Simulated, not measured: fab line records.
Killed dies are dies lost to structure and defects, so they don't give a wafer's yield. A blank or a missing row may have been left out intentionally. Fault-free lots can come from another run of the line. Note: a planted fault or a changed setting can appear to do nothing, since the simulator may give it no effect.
Matching of chambers / flow n5 finfet / N5_BEOL_M7_VIA_ETCH_34 on rie diel-05: 4 sister chambers
The step etches SiCOH lowk in C4F6/O2, target depth 125.5 nm, time 50.5 s. 4 wafers are shown with their chamber, then 10 later ones without.

WAFERS WITH THEIR CHAMBER
wafer=L082.3; chamber=0; throttle valve pct (%)=20.92
wafer=L086.5; chamber=1; throttle valve pct (%)=20.62
wafer=L088.2; chamber=2; throttle valve pct (%)=20.64
wafer=L088.4; chamber=3; throttle valve pct (%)=21.24

WAFERS WITH NO CHAMBER GIVEN
wafer=L088.6; throttle valve pct (%)=20.65
wafer=L089.2; throttle valve pct (%)=20.66
wafer=L089.4; throttle valve pct (%)=20.65
wafer=L089.6; throttle valve pct (%)=21.24
wafer=L091.1; throttle valve pct (%)=20.67
wafer=L091.2; throttle valve pct (%)=20.56
wafer=L091.6; throttle valve pct (%)=20.54
wafer=L097.1; throttle valve pct (%)=20.68
wafer=L097.2; throttle valve pct (%)=20.68
wafer=L097.6; throttle valve pct (%)=20.55

CHAMBER TAKEN BY EACH
wafer=L088.6; from the rows above=can't be placed: 2 or 1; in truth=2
wafer=L089.2; from the rows above=can't be placed: 2 or 1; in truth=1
wafer=L089.4; from the rows above=can't be placed: 2 or 1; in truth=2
wafer=L089.6; from the rows above=3; in truth=3
wafer=L091.1; from the rows above=can't be placed: 2 or 1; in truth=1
wafer=L091.2; from the rows above=can't be placed: 1 or 2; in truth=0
wafer=L091.6; from the rows above=can't be placed: 1 or 2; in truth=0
wafer=L097.1; from the rows above=can't be placed: 2 or 1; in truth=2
wafer=L097.2; from the rows above=can't be placed: 2 or 1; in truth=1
wafer=L097.6; from the rows above=can't be placed: 1 or 2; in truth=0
Placed correctly: 1 of 10. Cannot be placed on the basis of these rows: 9; the candidates contain the true chamber in 6. 0 placed wrongly.
How it was worked out, from the rows above alone: a wafer's distance from a chamber is the root of the sum, over the readings, of the square of ((its reading less the chamber's mean) divided by the reading's scatter). If the next closest chamber is less than 2 further off than the closest, the wafer can't be placed; otherwise it belongs to the closest. Each chamber's mean is taken over the wafers shown for it. The scatter: root of mean squared gap, hidden wafer to nearest shown wafer, with one shown wafer a chamber.
